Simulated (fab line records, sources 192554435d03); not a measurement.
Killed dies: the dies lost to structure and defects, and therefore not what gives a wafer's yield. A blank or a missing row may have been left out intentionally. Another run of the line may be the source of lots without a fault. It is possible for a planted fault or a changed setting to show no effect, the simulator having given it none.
Matching of chambers ; flow n5Finfet ; 3 sister chambers for N5_BEOL_M5_DEP_56 on pecvd-01
The step deposits SiCN from 3MS/NH3, target thk 8 nm, time 14 s. 3 wafers are shown with their chamber, then 7 later ones without.

== WAFERS WITH THEIR CHAMBER ==
wafer;chamber;showerheadPlenumPTorr (Torr)
L077.5;2;3.666
L080.5;0;3.681
L089.4;1;3.661

== WAFERS WHOSE CHAMBER IS MISSING ==
wafer;showerheadPlenumPTorr (Torr)
L089.5;3.682
L093.1;3.659
L093.2;3.670
L093.3;3.673
L093.4;3.664
L093.5;3.682
L093.6;3.673

== CHAMBER TAKEN BY EACH ==
wafer;from the rows above;in truth
L089.5;0;0
L093.1;can't be placed: 1 or 2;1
L093.2;can't be placed: 2 or 1 or 0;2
L093.3;can't be placed: 2 or 0 or 1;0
L093.4;can't be placed: 2 or 1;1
L093.5;0;0
L093.6;can't be placed: 2 or 0 or 1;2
Correctly placed: 2 of 7. Unplaceable from these rows: 5, with the true chamber sitting among the candidates in 5. Placed wrongly: 0.
How it was worked out, from the rows above alone: a wafer's distance from a chamber is the root of the sum, over the readings, of the square of ((its reading less the chamber's mean) divided by the reading's scatter). If the next closest chamber is less than 2 further off than the closest, the wafer can't be placed; otherwise it belongs to the closest. The mean given for a chamber averages the wafers shown for that chamber. The scatter: root of mean squared gap, hidden wafer to nearest shown wafer, with one shown wafer a chamber.
